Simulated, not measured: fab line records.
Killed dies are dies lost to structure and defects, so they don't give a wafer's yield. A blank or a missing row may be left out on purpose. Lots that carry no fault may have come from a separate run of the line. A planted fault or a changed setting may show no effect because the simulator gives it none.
Which tool was responsible? | flow n5Finfet | 11 lots with 33 wafers sampled at 3 steps, on a route of 1938 steps

## WHAT EACH GAUGE READ, for each wafer
N5_PASSIVATION_CD_MEAS_30: target cd 4000 nm. Usual: 4000.2 nm for cdNm, sd 1.6.
lot  | measured     | on       | cdNm (nm)            | flag
L481 | day 11 23:05 | cdSem-03 | 4000.0 4000.3 4001.1 | 
L480 | day 11 19:20 | cdSem-03 | 3998.3 3998.5 3999.0 | 
L483 | day 12 00:56 | cdSem-01 | 4001.2 4000.9 4000.3 | 
L482 | day 12 00:38 | cdSem-02 | 3999.3 4000.2 3999.0 | 
L484 | day 12 12:04 | cdSem-03 | 4002.4 4003.6 4002.6 | 
L485 | day 12 23:46 | cdSem-02 | 3998.0 4000.3 3999.1 | 
L487 | day 13 05:31 | cdSem-03 | 4000.6 4002.0 4002.7 | 
L493 | day 14 20:40 | cdSem-01 | 4001.3 4000.3 4000.7 | 
L494 | day 15 09:53 | cdSem-03 | 4000.2 3998.7 4000.5 | 
L499 | day 16 04:55 | cdSem-03 | 3998.0 4000.5 3999.8 | 
L501 | day 17 16:49 | cdSem-03 | 4000.8 4003.2 4000.7 | 

## WHAT TOOL EACH LOT RAN ON (gives the tool, then ch and the chambers of the sampled wafers, and finally the start)
lot  | N5_BEOL_M7_PRE_CLEAN_45     | N5_PASSIVATION_DESCUM_12
L481 | pvdSputter-03, day 9 01:50  | rieDiel-04 ch 0,2,3, day 11 21:44
L480 | pvdSputter-02, day 9 05:05  | rieDiel-05 ch 1,2,3, day 11 17:57
L483 | pvdSputter-02, day 9 06:21  | rieDiel-05 ch 0,1,3, day 11 23:04
L482 | pvdSputter-02, day 9 06:31  | rieDiel-06 ch 0,1,3, day 11 22:53
L484 | pvdSputter-03, day 9 21:05  | rieDiel-05 ch 0,2,3, day 12 09:20
L485 | pvdSputter-03, day 10 02:41 | rieDiel-04 ch 1,2,3, day 12 20:29
L487 | pvdSputter-02, day 10 05:41 | rieDiel-06 ch 0,1, day 13 03:23
L493 | pvdSputter-02, day 12 04:26 | rieDiel-06 ch 0,3, day 14 19:11
L494 | pvdSputter-02, day 12 15:07 | rieDiel-04 ch 0,2,3, day 15 08:10
L499 | pvdSputter-01, day 13 12:58 | rieDiel-04 ch 2,3, day 16 03:41
L501 | pvdSputter-01, day 14 19:33 | rieDiel-05 ch 1,2,3, day 17 15:08
- N5_BEOL_M7_PRE_CLEAN_45: time 30 s.
- N5_PASSIVATION_DESCUM_12: chemistry O2, time 7.9 s.

## AS READ BY THE TOOLS THEMSELVES (means over the sampled wafers that have a number; for cases with no such wafer, the mark the record gives instead)
N5_BEOL_M7_PRE_CLEAN_45. Usual: 334 W for heaterPowerW, sd 37.
lot  | tool          | heaterPowerW (W) | flag
L481 | pvdSputter-03 | 328              | 
L480 | pvdSputter-02 | 344              | 
L483 | pvdSputter-02 | 334              | 
L482 | pvdSputter-02 | 334              | 
L484 | pvdSputter-03 | 355              | 
L485 | pvdSputter-03 | 345              | 
L487 | pvdSputter-02 | 340              | 
L493 | pvdSputter-02 | 349              | 
L494 | pvdSputter-02 | 343              | 
L499 | pvdSputter-01 | 314              | 
L501 | pvdSputter-01 | 322              | 

N5_PASSIVATION_DESCUM_12. Usual: drypumpMotorCurrentA 5.6 A, standard deviation 0.44; oesProductAu 0.78 a.u., standard deviation 0.082; rfVppV 242.8 V, standard deviation 1.3; showerheadPlenumPTorr 2.07 Torr, standard deviation 0.057; throttleValvePct 20.52 %, standard deviation 0.24.
lot  | tool       | drypumpMotorCurrentA (A) | oesProductAu (a.u.) | rfVppV (V) | showerheadPlenumPTorr (Torr) | throttleValvePct (%) | flag
L481 | rieDiel-04 | 5.7                      | 0.82                | 241.8      | 2.05                         | 20.64                | 
L480 | rieDiel-05 | 5.4                      | 0.78                | 242.8      | 2.04                         | 20.39                | 
L483 | rieDiel-05 | 5.7                      | 0.73                | 242.6      | 2.05                         | 20.58                | 
L482 | rieDiel-06 | 5.6                      | 0.80                | 242.7      | 2.11                         | 20.33                | 
L484 | rieDiel-05 | 5.6                      | 0.77                | 242.1      | 2.09                         | 20.48                | 
L485 | rieDiel-04 | 5.8                      | 0.86                | 243.5      | 2.09                         | 20.48                | 
L487 | rieDiel-06 | 5.8                      | 0.78                | 241.9      | 2.04                         | 20.48                | 
L493 | rieDiel-06 | 5.6                      | 0.83                | 244.9      | 2.14                         | 20.11                | 
L494 | rieDiel-04 | 5.7                      | 0.79                | 242.4      | 2.04                         | 20.67                | 
L499 | rieDiel-04 | 5.6                      | 0.77                | 243.8      | 2.06                         | 20.74                | 
L501 | rieDiel-05 | 5.4                      | 0.74                | 242.9      | 2.02                         | 20.45                | 

## THE ANSWER, worked out from the rows above alone
Rule: a lot counts as off when the mean over its wafers that have a number is more than 3 standard deviations away from the usual mean. A lot without any number at a reading at which 4 lots or more have one is off too. The other lots that the step has rows for count as sound. First the gauges in route order, then the tools' own readings, where a lot's mean is used as printed above. At the first step where some lot is off, the reading lying furthest off is the one used; lots without a number count as furthest.
None of the lots is off at any reading shown; this tells nothing.

## WHAT THE SIMULATOR HAD INSERTED
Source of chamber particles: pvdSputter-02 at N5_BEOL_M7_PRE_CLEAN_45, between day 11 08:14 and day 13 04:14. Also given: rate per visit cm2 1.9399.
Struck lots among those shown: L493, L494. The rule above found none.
